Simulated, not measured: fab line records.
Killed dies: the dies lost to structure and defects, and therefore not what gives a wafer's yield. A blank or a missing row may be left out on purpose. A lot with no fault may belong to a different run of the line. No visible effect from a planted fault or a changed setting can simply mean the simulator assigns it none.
fab line records | flow nand_harc
[record] lots = 11 | wafers = 33 | last_day = 33
route steps=1302 shown A_SLIT@942 A_WL_FILL@959 END@1302
lots with no fault: from the same line, run without faults
start_h: the number of hours between the record's first day and the start of the first shown wafer of the lot | wait_h: hours since the lot's step before | " the same as in the row above | L1.1+2: several wafers, shown together as one row | - no value, or no start was given | * or withheld: withheld | < > ~ a bound
route shown NAME@n: a module of which the file shows steps, and the number in the route of the first | usual: mean/standard deviation of fault-free wafers | same: alike in all rows | chamber/n: place in a boat | sites: the reading at each site | _std_site: the values' standard deviation | _edge_site: mean of outer sites minus mean of inner sites | radius_mm: how far each site lies from the wafer's centre | mask NAME#n: copy n | behind: the most recent tool/chamber to have shaped the wafer | hold: the reason the lot was held/the length of the hold in hours/how it ended | device: names the non-switching transistor (n, p or np) | end of line: the tests these same wafers got at the end of their route | a step given without rows: its recipe and nothing more | killed: dies that structure and defects cost at the first sort, which is not the same as the wafer's yield | map: per-die view of a wafer (x killed, . not killed, _ where there is no die)
set.NAME: the run value of the setting; set.NAME@STEP: its run value at that earlier step | model.NAME: the simulator's own value behind a step, which no gauge read
one table for each step of the route and one row for each wafer, over a sample of lots
services: from which hour (start_h, from the record's first day; less than 0 if before it) a tool's chamber was out of use, for how many hours, and why
[[steps]]
[step NHARC_A_SLIT_ETCH_29]
[recipe] target_depth_a = 1000 | overetch_a = 100 | time_s = 55 | ion_energy_ev = 100 | cf4_flow_sccm = 80 | o2_flow_sccm = 20 | ar_flow_sccm = 0 | rf_w = 300 | bias_w = 100 | chemistry = CF4/O2
[usual] bias_w = 100.1/0.3 | drypump_motor_current_A = 5.7/0.37 | oes_f_703_au = 1.001/0.0048 | oes_product_au = 1.000/0.0075 | rf_vpp_V = 198.3/1.6 | showerhead_plenum_p_Torr = 1.35/0.065 | throttle_valve_pct = 13.397/0.0088
lot.wafer | tool        | chamber | start_h | wait_h | bias_w | drypump_motor_current_A | oes_f_703_au | oes_product_au | rf_hours_counter_h | rf_vpp_V | showerhead_plenum_p_Torr | throttle_valve_pct
L959.1    | rie_diel-05 | 1       | 467.11  | 0.1    | 100.7  | 6.5                     | 1.003        | 0.995          | 3.2                | 200.2    | 1.42                     | 13.396
L959.6    | "           | 2       | "       | "      | 99.8   | 5.6                     | 0.998        | 0.986          | -                  | 198.8    | 1.31                     | 13.390
L959.5    | "           | 3       | "       | "      | 99.8   | 6.0                     | 0.997        | 1.007          | -                  | 196.7    | 1.37                     | 13.386
L961.2    | rie_diel-12 | 2       | 482.97  | 0.1    | 100.1  | 5.7                     | 1.005        | 0.983          | 2.1                | 198.5    | 1.33                     | 13.407
L961.6    | "           | 3       | "       | "      | 100.1  | 5.6                     | 1.008        | 0.983          | -                  | 195.8    | 1.26                     | 13.397
L961.4    | "           | 2       | "       | "      | 100.2  | 5.7                     | 0.997        | 0.992          | -                  | 198.2    | 1.33                     | 13.398
L964.1    | rie_diel-01 | 2       | 500.69  | 0.1    | 100.1  | 5.3                     | 0.995        | 1.000          | 7.0                | 200.5    | 1.42                     | 13.389
L964.3    | "           | 0       | "       | "      | 100.3  | 4.8                     | 0.991        | 0.996          | 6.0                | 200.0    | 1.39                     | 13.381
L964.6    | "           | 2       | "       | "      | 100.6  | 5.3                     | 1.008        | 0.994          | -                  | 199.3    | 1.42                     | 13.389
L967.1    | rie_diel-12 | 2       | 521.80  | 0.1    | 99.2   | 5.8                     | 1.002        | 1.004          | 3.6                | 199.8    | 1.33                     | 13.392
L967.2    | "           | 3       | "       | "      | 100.1  | 5.7                     | 1.001        | 0.999          | 3.8                | 194.5    | 1.26                     | 13.397
L967.3    | "           | 1       | "       | "      | 100.3  | 5.5                     | 0.990        | 1.008          | 3.4                | 201.0    | 1.43                     | 13.400
L968.3    | rie_diel-05 | 1       | 540.74  | 0.1    | 100.5  | 6.5                     | 1.005        | 1.006          | 6.0                | 200.2    | 1.42                     | 13.385
L968.4    | "           | 2       | "       | "      | 100.2  | 5.6                     | 1.008        | 0.988          | 6.6                | 197.7    | 1.31                     | 13.397
L968.5    | "           | 1       | "       | "      | 100.1  | 6.5                     | 1.008        | 1.001          | -                  | 201.1    | 1.42                     | 13.391
L970.1    | rie_diel-12 | 0       | 557.37  | 0.1    | 100.0  | 5.8                     | 0.993        | 0.994          | 6.8                | 194.9    | 1.25                     | 13.391
L970.4    | "           | 1       | "       | "      | 99.3   | 5.5                     | 0.998        | 0.997          | 5.9                | 198.3    | 1.43                     | 13.402
L970.6    | "           | 2       | "       | "      | 100.1  | 5.8                     | 0.997        | 0.993          | -                  | 198.5    | 1.33                     | 13.405
L975.1    | rie_diel-01 | 1       | 595.23  | 0.1    | 100.2  | 5.9                     | 1.001        | 0.999          | 2.7                | 199.3    | 1.42                     | 13.394
L975.5    | "           | 1       | "       | "      | 100.1  | 5.9                     | 0.988        | 0.999          | -                  | 200.3    | 1.42                     | 13.398
L975.6    | "           | 2       | "       | "      | 99.7   | 5.3                     | 1.000        | 0.985          | -                  | 200.0    | 1.42                     | 13.402
L979.3    | rie_diel-01 | 0       | 662.81  | 0.1    | 100.2  | 4.8                     | 0.995        | 0.993          | 6.8                | 199.5    | 1.39                     | 13.412
L979.5    | "           | 3       | "       | "      | 99.7   | 5.4                     | 1.002        | 0.998          | -                  | 198.8    | 1.41                     | 13.409
L979.6    | "           | 2       | "       | "      | 99.9   | 5.3                     | 1.002        | 0.998          | -                  | 199.5    | 1.42                     | 13.389
L981.4    | rie_diel-05 | 2       | 667.06  | 0.1    | 99.5   | 5.6                     | 0.997        | 1.000          | 3.1                | 198.0    | 1.31                     | 13.400
L981.6    | "           | 2       | "       | "      | 99.8   | 5.6                     | 0.999        | 1.007          | -                  | 196.7    | 1.31                     | 13.389
L981.5    | "           | 3       | "       | "      | 99.9   | 6.0                     | 1.002        | 1.008          | -                  | 198.9    | 1.37                     | 13.404
L980.4    | rie_diel-12 | 3       | 667.26  | 0.1    | 99.5   | 5.6                     | 1.005        | 0.999          | 2.0                | 196.3    | 1.26                     | 13.392
L980.3    | "           | 0       | "       | "      | 100.4  | 5.8                     | 0.995        | 0.990          | 2.7                | 194.3    | 1.24                     | 13.404
L980.1    | "           | 1       | "       | "      | 99.9   | 5.5                     | 0.994        | 0.977          | 2.7                | 201.1    | 1.43                     | 13.401
L982.1    | rie_diel-05 | 0       | 684.49  | 0.1    | 100.5  | 6.1                     | 1.003        | 1.002          | 4.2                | 196.8    | 1.28                     | 13.387
L982.4    | "           | 1       | "       | "      | 99.9   | 6.4                     | 0.997        | 1.006          | 4.3                | 199.2    | 1.42                     | 13.400
L982.6    | "           | 3       | "       | "      | 99.7   | 6.0                     | 1.003        | 1.012          | -                  | 198.4    | 1.37                     | 13.409
[step NHARC_A_SLIT_STRIP_18]
[recipe] o2_flow_sccm = 500 | ar_flow_sccm = 0 | bias_w = 0 | chemistry = O2
[usual] drypump_motor_current_A = 5.7/0.41 | oes_product_au = 1.002/0.0071 | rf_vpp_V = 57.9/0.89 | showerhead_plenum_p_Torr = 3.57/0.17 | throttle_valve_pct = 17.036/0.0093
[same] bias_w = 0
lot.wafer | tool        | chamber | start_h | wait_h | drypump_motor_current_A | oes_product_au | rf_hours_counter_h | rf_vpp_V | showerhead_plenum_p_Torr | throttle_valve_pct
L959.1    | rie_diel-05 | 0       | -       | -      | 6.1                     | 0.997          | 3.3                | 56.8     | 3.40                     | 17.019
L959.5    | "           | 3       | "       | "      | 6.0                     | 1.001          | -                  | 59.1     | 3.61                     | 17.022
L959.6    | "           | 0       | "       | "      | 6.1                     | 1.000          | -                  | 57.8     | 3.40                     | 17.034
L961.2    | rie_diel-12 | 3       | -       | -      | 5.6                     | 0.995          | 2.0                | 57.5     | 3.34                     | 17.040
L961.4    | "           | 1       | "       | "      | 5.5                     | 1.002          | -                  | 58.0     | 3.77                     | 17.041
L961.6    | "           | 2       | "       | "      | 5.8                     | 0.992          | -                  | 56.9     | 3.53                     | 17.041
L964.3    | rie_diel-01 | 0       | -       | -      | 4.8                     | 1.007          | 6.1                | 58.9     | 3.67                     | 17.027
L964.1    | "           | 2       | "       | "      | 5.3                     | 0.999          | 7.0                | 57.9     | 3.74                     | 17.028
L964.6    | "           | 0       | "       | "      | 4.8                     | 0.996          | -                  | 57.5     | 3.67                     | 17.030
L967.2    | rie_diel-12 | 0       | -       | -      | 5.9                     | 0.996          | 3.1                | 56.5     | 3.31                     | 17.052
L967.3    | "           | 2       | "       | "      | 5.8                     | 1.000          | 3.7                | 58.2     | 3.53                     | 17.029
L967.1    | "           | 3       | "       | "      | 5.7                     | 1.003          | 3.8                | 56.5     | 3.34                     | 17.044
L968.3    | rie_diel-05 | 0       | -       | -      | 6.1                     | 1.004          | 6.0                | 55.9     | 3.40                     | 17.018
L968.4    | "           | 1       | "       | "      | 6.5                     | 1.002          | 6.1                | 58.7     | 3.75                     | 17.022
L968.5    | "           | 0       | "       | "      | 6.1                     | 1.008          | -                  | 57.0     | 3.40                     | 17.042
L970.4    | rie_diel-12 | 2       | -       | -      | 5.8                     | 0.998          | 6.3                | 58.0     | 3.52                     | 17.032
L970.1    | "           | 0       | "       | "      | 5.8                     | 1.008          | 6.9                | 55.7     | 3.31                     | 17.029
L970.6    | "           | 1       | "       | "      | 5.5                     | 1.019          | -                  | 59.4     | 3.77                     | 17.036
L975.1    | rie_diel-01 | 0       | -       | -      | 4.8                     | 0.990          | 2.8                | 58.4     | 3.67                     | 17.056
L975.6    | "           | 0       | "       | "      | 4.8                     | 0.996          | -                  | 58.2     | 3.67                     | 17.034
L975.5    | "           | 1       | "       | "      | 5.9                     | 0.999          | -                  | 58.0     | 3.74                     | 17.024
L979.3    | rie_diel-01 | 3       | -       | -      | 5.5                     | 1.006          | 7.5                | 56.8     | 3.71                     | 17.033
L979.5    | "           | 3       | "       | "      | 5.4                     | 1.006          | -                  | 58.4     | 3.71                     | 17.045
L979.6    | "           | 0       | "       | "      | 4.8                     | 1.005          | -                  | 58.3     | 3.66                     | 17.038
L981.4    | rie_diel-05 | 0       | -       | -      | 6.1                     | 1.002          | 4.0                | 56.6     | 3.40                     | 17.025
L981.5    | "           | 1       | "       | "      | 6.5                     | 0.998          | -                  | 58.8     | 3.75                     | 17.047
L981.6    | "           | 2       | "       | "      | 5.6                     | 1.008          | -                  | 57.3     | 3.47                     | 17.033
L980.1    | rie_diel-12 | 3       | -       | -      | 5.7                     | 0.995          | 2.0                | 56.1     | 3.33                     | 17.048
L980.3    | "           | 0       | "       | "      | 5.9                     | 1.003          | 2.7                | 57.0     | 3.30                     | 17.044
L980.4    | "           | 1       | "       | "      | 5.5                     | 1.007          | 2.7                | 58.3     | 3.76                     | 17.025
L982.4    | rie_diel-05 | 1       | -       | -      | 6.5                     | 1.011          | 4.4                | 57.5     | 3.75                     | 17.024
L982.1    | "           | 2       | "       | "      | 5.6                     | 0.993          | 3.5                | 58.3     | 3.47                     | 17.037
L982.6    | "           | 0       | "       | "      | 6.1                     | 1.002          | -                  | 57.3     | 3.40                     | 17.031
[step NHARC_A_WL_FILL_STRIP_27]
[recipe] power_w = 1500 | temp_c = 250 | time_s = 20 | chemistry = N2/H2
[usual] drypump_motor_current_A = 5.9/0.53 | heater_power_w = 375/38
lot.wafer | tool            | chamber | start_h | wait_h | drypump_motor_current_A | heater_power_w | rf_hours_counter_h
L959.1    | plasma_asher-01 | 1       | 475.65  | 0.3    | 6.2                     | 422            | 29
L959.5    | "               | 0       | "       | "      | 5.5                     | 364            | -
L959.6    | "               | 1       | "       | "      | 6.2                     | 421            | -
L961.2    | plasma_asher-01 | 0       | 492.91  | 0.1    | 5.5                     | 361            | 30
L961.4    | "               | 0       | "       | "      | 5.5                     | 365            | -
L961.6    | "               | 0       | "       | "      | 5.5                     | 365            | -
L964.1    | plasma_asher-02 | 0       | 509.54  | 0.1    | 5.2                     | 326            | 14
L964.3    | "               | 0       | "       | "      | 5.2                     | 312            | -
L964.6    | "               | 0       | "       | "      | 5.2                     | 319            | -
L967.1    | plasma_asher-01 | 0       | 530.48  | 0.1    | 5.5                     | 356            | 0
L967.2    | "               | 1       | "       | "      | 6.1                     | 429            | 0
L967.3    | "               | 0       | "       | "      | 5.5                     | 356            | -
L968.4    | plasma_asher-01 | 1       | 549.71  | 0.1    | 6.2                     | 425            | -
L968.3    | "               | 0       | "       | "      | 5.5                     | 354            | -
L968.5    | "               | 1       | "       | "      | 6.1                     | 421            | -
L970.1    | plasma_asher-01 | 1       | 566.40  | 0.1    | 6.1                     | 424            | 8
L970.4    | "               | 1       | "       | "      | 6.1                     | 421            | -
L970.6    | "               | 0       | "       | "      | 5.5                     | 356            | -
L975.1    | plasma_asher-01 | 0       | 603.14  | 0.1    | 5.5                     | 355            | 16
L975.5    | "               | 0       | "       | "      | 5.5                     | 354            | -
L975.6    | "               | 1       | "       | "      | 6.2                     | 428            | -
L979.3    | plasma_asher-02 | 1       | 672.13  | 0.2    | 6.6                     | 402            | -
L979.5    | "               | 0       | "       | "      | 5.2                     | 322            | -
L979.6    | "               | 1       | "       | "      | 6.6                     | 395            | -
L981.4    | plasma_asher-02 | 0       | 676.04  | 0.2    | 5.2                     | 329            | -
L981.5    | "               | 1       | "       | "      | 6.7                     | 408            | -
L981.6    | "               | 0       | "       | "      | 5.2                     | 332            | -
L980.1    | plasma_asher-01 | 0       | 676.24  | 0.1    | 5.5                     | 365            | 31
L980.4    | "               | 0       | "       | "      | 5.5                     | 358            | -
L980.3    | "               | 1       | "       | "      | 6.1                     | 419            | -
L982.1    | plasma_asher-01 | 0       | 693.36  | 0.1    | 5.5                     | 363            | 36
L982.4    | "               | 0       | "       | "      | 5.5                     | 361            | -
L982.6    | "               | 1       | "       | "      | 6.1                     | 423            | -
[step NHARC_A_WL_FILL_ETCHBACK_26]
[recipe] target_depth_a = 520 | time_s = 13.3 | hbr_flow_sccm = 150 | rf_w = 350 | icp_w = 350 | bias_w = 60 | chemistry = HBr
[usual] bias_w = 60.01/0.16 | drypump_motor_current_A = 6.0/0.47 | oes_product_au = 0.998/0.0072 | throttle_valve_pct = 23.266/0.0088
lot.wafer | tool      | chamber | start_h | wait_h | bias_w | drypump_motor_current_A | oes_product_au | rf_hours_counter_h | throttle_valve_pct
L959.1    | rie_si-02 | 1       | 490.74  | 0.4    | 59.97  | 4.9                     | 0.997          | 0.16               | 23.267
L959.6    | "         | 1       | "       | "      | 59.98  | 4.9                     | 0.994          | -                  | 23.266
L959.5    | "         | 2       | "       | "      | 60.22  | 6.2                     | 0.990          | -                  | 23.268
L961.4    | rie_si-02 | 2       | 512.46  | 0.4    | 59.85  | 6.2                     | 0.996          | 0.32               | 23.261
L961.2    | "         | 3       | "       | "      | 59.61  | 6.0                     | 1.003          | 0.24               | 23.267
L961.6    | "         | 2       | "       | "      | 60.13  | 6.2                     | 0.992          | -                  | 23.255
L964.1    | rie_si-02 | 3       | 524.53  | 0.4    | 59.82  | 6.0                     | 1.000          | 0.30               | 23.256
L964.3    | "         | 0       | "       | "      | 59.82  | 6.2                     | 0.984          | 0.34               | 23.266
L964.6    | "         | 2       | "       | "      | 59.86  | 6.2                     | 0.994          | -                  | 23.257
L967.3    | rie_si-02 | 3       | 548.94  | 0.4    | 60.04  | 6.0                     | 0.993          | 0.49               | 23.288
L967.1    | "         | 1       | "       | "      | 60.18  | 4.9                     | 0.990          | 0.57               | 23.259
L967.2    | "         | 2       | "       | "      | 59.96  | 6.2                     | 0.997          | 0.56               | 23.274
L968.3    | rie_si-02 | 0       | 564.95  | 0.4    | 60.01  | 6.3                     | 0.990          | 0.57               | 23.261
L968.4    | "         | 0       | "       | "      | 60.29  | 6.2                     | 0.992          | -                  | 23.266
L968.5    | "         | 2       | "       | "      | 59.89  | 6.2                     | 0.985          | -                  | 23.265
L970.1    | rie_si-01 | 1       | 582.20  | 0.4    | 59.78  | 5.6                     | 0.995          | 0.13               | 23.267
L970.4    | "         | 2       | "       | "      | 60.13  | 6.1                     | 1.005          | 0.22               | 23.273
L970.6    | "         | 0       | "       | "      | 60.05  | 6.7                     | 1.001          | -                  | 23.264
L975.1    | rie_si-06 | 0       | 621.81  | 0.4    | 60.09  | 5.5                     | 1.000          | 0.04               | 23.269
L975.6    | "         | 2       | "       | "      | 59.99  | 6.0                     | 0.992          | -                  | 23.278
L975.5    | "         | 3       | "       | "      | 59.99  | 6.2                     | 1.004          | -                  | 23.262
L981.4    | rie_si-02 | 2       | 691.04  | 0.4    | 60.01  | 6.2                     | 0.824          | 0.27               | 23.278
L981.6    | "         | 1       | "       | "      | 60.27  | 4.9                     | 1.002          | -                  | 23.265
L981.5    | "         | 2       | "       | "      | 59.92  | 6.2                     | 0.988          | -                  | 23.277
L979.3    | rie_si-01 | 3       | 691.05  | 0.4    | 60.30  | 6.4                     | 1.009          | 0.85               | 23.250
L979.6    | "         | 1       | "       | "      | 59.92  | 5.7                     | 1.003          | -                  | 23.273
L979.5    | "         | 2       | "       | "      | 60.08  | 6.2                     | 1.018          | -                  | 23.260
L980.3    | rie_si-02 | 1       | 694.10  | 0.4    | 60.14  | 4.9                     | 1.007          | 0.32               | 23.255
L980.1    | "         | 3       | "       | "      | 59.85  | 5.9                     | 1.008          | 0.29               | 23.275
L980.4    | "         | 0       | "       | "      | 60.12  | 6.2                     | 0.831          | 0.31               | 23.280
L982.1    | rie_si-06 | 0       | 708.94  | 0.4    | 60.22  | 5.5                     | 0.983          | 0.58               | 23.263
L982.4    | "         | 2       | "       | "      | 60.14  | 6.0                     | 0.994          | 0.77               | 23.274
L982.6    | "         | 0       | "       | "      | 59.99  | 5.5                     | 0.987          | -                  | 23.267
[step NHARC_END_SORT_01]
[recipe] temp_c = 25
[usual] killed_at_array = 54/16 | killed_at_other = 0.6/0.86 | killed_at_periphery = 3.8/2.6 | killed_dies = 58/16 | killed_open = 3.3/1.8 | killed_short = 2.7/1.7
[same] gross_dies = 677
lot.wafer | tool      | chamber | start_h | wait_h | killed_at_array | killed_at_other | killed_at_periphery | killed_dies | killed_open | killed_short
L959.1    | prober-01 | 0       | 571.27  | 2.6    | 67              | 0               | 5                   | 72          | 2           | 3
L959.5    | prober-01 | 0       | 574.49  | 3.7    | 63              | 0               | 4                   | 67          | 3           | 3
L959.6    | prober-01 | 0       | 575.29  | 4.0    | 62              | 0               | 4                   | 66          | 6           | 0
// killed by level:class
L959.1 A_CHANNEL_HOLE_D1:chamber_film_flake=28 A_SLIT:chamber_film_flake=18 A_CHANNEL_HOLE_D2:chamber_film_flake=5 A_CONTACT:chamber_film_flake=5 A_STAIRCASE:chamber_film_flake=4 P_CONTACT:chamber_film_flake=2 A_WL_FILL:chamber_film_flake=2 P_M1:geometric_particle:short=1
L959.5 A_CHANNEL_HOLE_D1:chamber_film_flake=24 A_SLIT:chamber_film_flake=21 A_CHANNEL_HOLE_D2:chamber_film_flake=7 A_ZERO_WELL:chamber_film_flake=2 A_STAIRCASE:chamber_film_flake=2 A_CONTACT:chamber_film_flake=2 P_CONTACT:geometric_particle:open=1 P_M2:geometric_particle:open=1
L959.6 A_CHANNEL_HOLE_D1:chamber_film_flake=31 A_SLIT:chamber_film_flake=17 A_CHANNEL_HOLE_D2:chamber_film_flake=5 A_CHANNEL_FILL_D2:geometric_particle:open=2 A_WL_FILL:chamber_film_flake=2 P_M0:geometric_particle:open=1 A_CHANNEL_HOLE_D1:geometric_particle:open=1 A_M0:geometric_particle:open=1
[[services]]
tool            | chamber | start_h | hours | kind
rie_diel-12     | -       | 445.40  | 9.0   | pm
rie_si-02       | -       | 454.00  | 9.0   | pm
rie_si-02       | 1       | 477.90  | 2.2   | repair
rie_diel-05     | 1       | 479.12  | 4.2   | repair
rie_diel-01     | 2       | 479.86  | 6.7   | repair
rie_diel-12     | 0       | 481.56  | 6.2   | repair
rie_diel-05     | 1       | 484.60  | 1.7   | repair
rie_diel-12     | 2       | 503.98  | 5.5   | repair
plasma_asher-01 | -       | 520.38  | 9.0   | pm
rie_si-02       | 1       | 557.14  | 15.0  | repair
rie_si-02       | 0       | 559.64  | 5.3   | repair
rie_diel-12     | 3       | 563.17  | 4.8   | repair
rie_diel-05     | -       | 583.60  | 9.0   | pm
rie_diel-05     | 0       | 594.65  | 3.9   | repair
rie_diel-12     | 1       | 609.82  | 7.2   | repair
rie_si-02       | 1       | 616.98  | 5.9   | repair
rie_diel-12     | -       | 622.40  | 9.0   | pm
rie_diel-05     | 1       | 628.71  | 5.6   | repair
rie_si-02       | -       | 631.00  | 9.0   | pm
rie_diel-05     | 2       | 640.58  | 12.2  | repair
rie_diel-12     | 3       | 641.17  | 2.4   | repair
rie_si-02       | 2       | 658.44  | 1.0   | repair
plasma_asher-01 | -       | 697.38  | 9.0   | pm
rie_diel-12     | 3       | 708.15  | 3.6   | repair
[[key]]
[first_sign] step = NHARC_A_WL_FILL_ETCHBACK_26 | reading = oes_product_au | direction = down | sigmas = 24 | usual = 0.998 | struck = 0.828
effect none on later readings
met_at NHARC_A_WL_FILL_ETCHBACK_26
struck_lots L980,L981
struck_wafers L980.4,L981.4
tester_left_out L980,L981
not_acting_at NHARC_A_SLIT_ETCH_29,NHARC_A_SLIT_STRIP_18,NHARC_A_WL_FILL_STRIP_27
onset_between 564.95 691.04
[fault] kind = process_parameter_drift | tool = rie_si-02 | chamber = - | onset_h = 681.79 | steps = NHARC_A_WL_FILL_ETCHBACK_26 | channel = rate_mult | offset = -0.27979 | shape = step | end_h = 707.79 | scope = struck_wafers_only
// tester_left_out: of these lots the tester's yield and bins aren't shown, on N5 and GAA mostly nor the transistor test; their killed dies are dies lost to structure and defects alone, not to doping, threshold or leakage, so they don't give the yield
